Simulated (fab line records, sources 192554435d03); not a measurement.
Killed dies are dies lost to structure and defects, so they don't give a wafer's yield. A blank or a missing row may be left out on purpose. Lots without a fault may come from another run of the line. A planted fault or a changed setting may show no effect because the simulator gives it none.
A struck lot beside a sound one | flow n5_finfet | 39 steps out of a route of 1938
Sound: wafers L251.2, L251.4. Struck: wafer L257.5. (L257.2, L257.6 of the same lot were not struck and are left out.) The cause comes at the end.
At each step with rows: each side's tool, then ch and its chambers, then its first start. Under that, the readings that differ: sound wafers | struck wafers | difference of the means | sigmas: that difference in standard deviations of wafers without a fault.
alike: readings whose means differ by less than 2 such deviations, and words and numbers that are the same on both sides. not compared: withheld readings, readings that some wafer has no value for, bounds like >300 that may hide the same value, and numbers for which the record gives no deviation and whose values overlap.
The two part at a step that has a row with sigmas, a row that says differs or no value, or rows on one side only. Numbers that don't overlap but have no deviation are shown without sigmas and don't part them. A reading that every wafer of one side lacks parts them only if that side has two wafers or more.

first, 9 steps without rows for these wafers: N5_MOL_CONTACT_COAG_CVD_140 (deposits W, target thk 66.5 nm, time 215 s); N5_MOL_CONTACT_COAG_PRECLEAN_127 (cleans in DIW, time 57.5 s); N5_MOL_CONTACT_COAG_SRD_128 (dry time 32 s); N5_MOL_CONTACT_COAG_CMP_52 (polishes, stops on SiO2, t overpolish 1.5 s, target thk 66.5 nm); N5_MOL_CONTACT_COAG_ANNEAL_112 (time 1800 s); N5_BEOL_M0_SAQP_PECVD_00 (deposits SiCN from 3MS/NH3, target thk 8 nm, time 14 s); N5_BEOL_M0_SAQP_ILD_DEP_01 (deposits SiOC from DEMS/O2, target thk 45.419 nm, time 8.7 s); N5_BEOL_M0_SAQP_HM_DEP_02 (deposits TiN, target thk 12 nm); N5_BEOL_M0_SAQP_PECVD_03 (deposits SiCN from 3MS/NH3, target thk 12 nm, time 21.1 s).
N5_BEOL_M0_SAQP_PECVD_96: deposits a-Si from SiH4/He, target thk 45 nm, time 45.2 s.
  sound on pecvd-01 ch 0,1, day 9 00:19; struck on pecvd-01 ch 0, day 10 10:04
  reading                                         | sound     | struck | difference | sigmas
  run_length_s (s)                                | 80.9 80.8 | 57.7   | -23.1      | -45
  model.a-Si_of_BEOL_M0_SAQP_PECVD_96.thk_nm (nm) | 45 45     | 21     | -24        |
  alike: heater_power_w, showerhead_plenum_p_Torr, throttle_valve_pct
then, 25 steps without rows for these wafers: N5_BEOL_M0_SAQP_PECVD_97 (deposits SiNx from SiH4/NH3/N2, target thk 23 nm, time 19.9 s); N5_BEOL_M0_SAQP_PECVD_04 (deposits a-Si from SiH4/He, target thk 60 nm, time 60.2 s); N5_BEOL_M0_SAQP_HM_DEP_111 (deposits SiO2 from SiH4/N2O, target thk 12 nm, time 7.2 s); N5_BEOL_M0_SAQP_COAT_81 (time 60 s, resist thk 100 nm); N5_BEOL_M0_SAQP_COAT_82 (time 60 s, resist thk 30 nm); N5_BEOL_M0_SAQP_COAT_08 (resist thk 90 nm); N5_BEOL_M0_SAQP_EBR_10; N5_BEOL_M0_SAQP_SOFTBAKE_09 (time 60 s); N5_BEOL_M0_SAQP_EXPOSE_11 (exposes mask M0 CORE, target cd 42 nm); N5_BEOL_M0_SAQP_PEB_12 (peb time 60 s); N5_BEOL_M0_SAQP_DEVELOP_13 (develop time 30 s); N5_BEOL_M0_SAQP_DESCUM_19 (chemistry O2, time 7.9 s); N5_BEOL_M0_SAQP_ETCH_83 (etches SiARC in CF4, target depth 39 nm, time 65 s); N5_BEOL_M0_SAQP_ETCH_84 (etches SOC in N2/H2, target depth 100 nm, overetch 20 nm, time 150 s); N5_BEOL_M0_SAQP_STRIP_80 (strips in N2/H2); N5_BEOL_M0_SAQP_HM_OPEN_112 (chemistry CHF3/O2, target SiO2, stops on a-Si, target depth 12 nm, time 13.5 s); N5_BEOL_M0_SAQP_STRIP_113 (strips in CHF3/O2); N5_BEOL_M0_SAQP_MANDREL_ETCH_20 (etches a-Si in HBr/Cl2, stops on SiNx, target depth 60 nm, bt time 10 s, time 30 s); N5_BEOL_M0_SAQP_STRIP_86 (strips in N2/H2); N5_BEOL_M0_SAQP_STRIP_115 (strips in post etch residue remover, time 60 s); N5_BEOL_M0_SAQP_SRD_93 (time 30 s); N5_BEOL_M0_SAQP_RECESS_114 (chemistry HF/NH3, target SiO2, target depth 14.4 nm, afs cycles 3, sublimation time 60 s); N5_BEOL_M0_SAQP_SPACER1_ALD_98 (deposits SiO2, target thk 12.8 nm, pulse time 1 s, purge time 2 s); N5_BEOL_M0_SAQP_SPACER1_ETCHBACK_99 (etches SiO2 in CHF3/O2, target depth 15.4 nm, time 7.7 s); N5_BEOL_M0_SAQP_MANDREL1_REMOVE_100 (chemistry HBr/Cl2/O2, target a-Si, stops on SiNx, bt time 10 s).
N5_BEOL_M0_SAQP_MANDREL_ETCH_103: etches a-Si in HBr/Cl2, stops on SiCN, target depth 45 nm, bt time 10 s, time 27 s.
  sound on rie_si-02 ch 1,3, day 9 04:13; struck on rie_si-06 ch 1, day 10 12:29
  reading                     | sound       | struck | difference | sigmas
  drypump_motor_current_A (A) | 4.8 5.3     | 6.6    | +1.5       | +3
  oes_product_au (a.u.)       | 0.689 0.672 | 0.478  | -0.203     | -14
  throttle_valve_pct (%)      | 34.9 35.3   | 35.9   | +0.8       | +2
  model.etch.depth_nm (nm)    | 45.06 44.94 | 20.94  | -24.06     |
  alike: he_backside_leak_sccm
  not compared: rf_hours_counter_h
N5_BEOL_M0_SAQP_SPACER2_ETCHBACK_27: etches SiO2 in CHF3/O2, target depth 22.5 nm, time 11.25 s.
  sound on rie_diel-06 ch 1,2, day 9 05:38; struck on rie_diel-06 ch 1, day 10 14:02
  reading                                         | sound     | struck | difference | sigmas
  model.a-Si_of_BEOL_M0_SAQP_PECVD_96.thk_nm (nm) | 42.8 42.6 | 18.6   | -24.1      |
  alike: drypump_motor_current_A, oes_product_au, rf_vpp_V, showerhead_plenum_p_Torr, throttle_valve_pct
  not compared: rf_hours_counter_h
N5_BEOL_M4_RC_MEAS_101:
  sound on prober-01 ch 0, day 11 03:04; struck on prober-01 ch 0, day 12 09:49
  reading       | sound   | struck | difference | sigmas
  ION_N (uA/um) | 667 655 | 703    | +42        | +3
  ION_P (uA/um) | 450 448 | 484    | +35        | +4
  alike: DIBL_N, DIBL_P, IOFF_N, IOFF_P, SS_N, SS_P, VT_N, VT_P
N5_PASSIVATION_PROBE_49:
  the record has rows for the sound wafers here (prober-02, day 15 12:56) and none for the struck ones

WHERE THEY PART
First at N5_BEOL_M0_SAQP_PECVD_96; last, within this record, at N5_PASSIVATION_PROBE_49.

WHY: what the simulator had put in
Process parameter drift: pecvd-01, from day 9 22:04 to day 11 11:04, at N5_BEOL_M0_SAQP_PECVD_96. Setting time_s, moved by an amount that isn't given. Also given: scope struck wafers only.
